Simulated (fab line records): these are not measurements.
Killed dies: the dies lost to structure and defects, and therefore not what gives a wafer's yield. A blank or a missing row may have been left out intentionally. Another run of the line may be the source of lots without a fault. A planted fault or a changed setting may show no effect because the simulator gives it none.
Matching of chambers || flow nandHarc || 4 sister chambers for NHARC_A_BONDPAD_CMP_29 on cmp-02
The step polishes SiCN, target thk 200 nm. 18 wafers are shown with their chamber, then 9 later ones without.

## WAFERS PAIRED WITH THEIR CHAMBERS
{"wafer": "L076.2", "chamber": 3, "motorCurrentA (A)": 16.9}
{"wafer": "L076.3", "chamber": 1, "motorCurrentA (A)": 13.6}
{"wafer": "L076.5", "chamber": 1, "motorCurrentA (A)": 13.2}
{"wafer": "L082.1", "chamber": 3, "motorCurrentA (A)": 16.4}
{"wafer": "L082.4", "chamber": 1, "motorCurrentA (A)": 13.0}
{"wafer": "L082.6", "chamber": 1, "motorCurrentA (A)": 13.7}
{"wafer": "L080.3", "chamber": 2, "motorCurrentA (A)": 11.8}
{"wafer": "L080.4", "chamber": 0, "motorCurrentA (A)": 10.7}
{"wafer": "L080.6", "chamber": 1, "motorCurrentA (A)": 13.3}
{"wafer": "L084.2", "chamber": 3, "motorCurrentA (A)": 17.3}
{"wafer": "L084.3", "chamber": 0, "motorCurrentA (A)": 11.5}
{"wafer": "L084.4", "chamber": 1, "motorCurrentA (A)": 12.4}
{"wafer": "L087.2", "chamber": 1, "motorCurrentA (A)": 12.9}
{"wafer": "L087.4", "chamber": 2, "motorCurrentA (A)": 11.8}
{"wafer": "L087.5", "chamber": 3, "motorCurrentA (A)": 17.5}
{"wafer": "L090.3", "chamber": 3, "motorCurrentA (A)": 16.7}
{"wafer": "L090.4", "chamber": 2, "motorCurrentA (A)": 11.8}
{"wafer": "L090.5", "chamber": 1, "motorCurrentA (A)": 12.7}

SIGNATURES, as means of the wafers listed above
{"reading": "motorCurrentA", "chamber 0": 11.100, "chamber 1": 13.100, "chamber 2": 11.800, "chamber 3": 16.960, "scatter within a chamber": 0.42}
Rule: for a wafer and a chamber, the distance is found by dividing, reading by reading, the gap between the wafer's reading and the chamber's mean by the reading's scatter, squaring, summing and taking the root. The wafer belongs to the nearest chamber; if the next one is less than 2 further off, it can't be placed. The scatter is the square root of a quotient: the sum, over the shown wafers, of each reading's squared deviation from its chamber's mean, divided by wafers minus chambers.

## WAFERS MISSING THEIR CHAMBER
{"wafer": "L092.1", "motorCurrentA (A)": 11.1}
{"wafer": "L092.5", "motorCurrentA (A)": 13.3}
{"wafer": "L092.6", "motorCurrentA (A)": 11.8}
{"wafer": "L093.2", "motorCurrentA (A)": 13.1}
{"wafer": "L093.3", "motorCurrentA (A)": 12.1}
{"wafer": "L093.6", "motorCurrentA (A)": 12.9}
{"wafer": "L096.1", "motorCurrentA (A)": 12.4}
{"wafer": "L096.2", "motorCurrentA (A)": 10.8}
{"wafer": "L096.4", "motorCurrentA (A)": 11.8}

## EACH ONE'S CHAMBER
{"wafer": "L092.1", "from the rows above": "can't be placed: 0 or 2", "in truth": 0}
{"wafer": "L092.5", "from the rows above": 1, "in truth": 1}
{"wafer": "L092.6", "from the rows above": "can't be placed: 2 or 0", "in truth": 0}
{"wafer": "L093.2", "from the rows above": 1, "in truth": 1}
{"wafer": "L093.3", "from the rows above": "can't be placed: 2 or 0 or 1", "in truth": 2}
{"wafer": "L093.6", "from the rows above": 1, "in truth": 1}
{"wafer": "L096.1", "from the rows above": "can't be placed: 2 or 1 or 0", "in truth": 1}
{"wafer": "L096.2", "from the rows above": "can't be placed: 0 or 2", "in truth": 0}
{"wafer": "L096.4", "from the rows above": "can't be placed: 2 or 0", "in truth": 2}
3 of 9 placed correctly. Can't be placed from these rows: 6 (the true chamber is among the candidates in 6). Wrongly placed: 0.
